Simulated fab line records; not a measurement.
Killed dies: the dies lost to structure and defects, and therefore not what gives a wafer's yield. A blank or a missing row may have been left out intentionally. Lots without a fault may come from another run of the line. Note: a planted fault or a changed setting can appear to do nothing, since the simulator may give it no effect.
Matching of chambers || flow n5_finfet || 3 sister chambers for N5_BEOL_M9_DEP_56 on pecvd-04
The step deposits SiCN from 3MS/NH3, target thk 15 nm, time 26.5 s. 3 wafers are shown with their chamber, then 9 later ones without.

## WAFERS WITH THEIR CHAMBER
{"wafer": "L089.1", "chamber": 2, "throttle_valve_pct (%)": 8.5}
{"wafer": "L089.4", "chamber": 1, "throttle_valve_pct (%)": 10.4}
{"wafer": "L089.6", "chamber": 0, "throttle_valve_pct (%)": 9.3}

## WAFERS WITHOUT THEIR CHAMBER
{"wafer": "L093.1", "throttle_valve_pct (%)": 10.8}
{"wafer": "L093.5", "throttle_valve_pct (%)": 9.3}
{"wafer": "L093.6", "throttle_valve_pct (%)": 10.8}
{"wafer": "L094.2", "throttle_valve_pct (%)": 8.5}
{"wafer": "L094.3", "throttle_valve_pct (%)": 9.2}
{"wafer": "L094.5", "throttle_valve_pct (%)": 8.4}
{"wafer": "L097.2", "throttle_valve_pct (%)": 10.5}
{"wafer": "L097.3", "throttle_valve_pct (%)": 8.4}
{"wafer": "L097.6", "throttle_valve_pct (%)": 9.2}

## CHAMBER TAKEN BY EACH
{"wafer": "L093.1", "from the rows above": 1, "in truth": 1}
{"wafer": "L093.5", "from the rows above": 0, "in truth": 0}
{"wafer": "L093.6", "from the rows above": 1, "in truth": 1}
{"wafer": "L094.2", "from the rows above": 2, "in truth": 2}
{"wafer": "L094.3", "from the rows above": 0, "in truth": 0}
{"wafer": "L094.5", "from the rows above": 2, "in truth": 2}
{"wafer": "L097.2", "from the rows above": 1, "in truth": 1}
{"wafer": "L097.3", "from the rows above": 2, "in truth": 2}
{"wafer": "L097.6", "from the rows above": 0, "in truth": 0}
Correct placement for 9 of the 9. From these rows, 0 cannot be placed. Number placed wrongly: 0.
How it was worked out, from the rows above alone: a wafer's distance from a chamber is the root of the sum, over the readings, of the square of ((its reading less the chamber's mean) divided by the reading's scatter). The wafer belongs to the nearest chamber; if the next one is less than 2 further off, it can't be placed. The mean given for a chamber averages the wafers shown for that chamber. The scatter (one wafer shown for each chamber): square how far every hidden wafer sits from the nearest shown wafer, average those squares and take the square root.
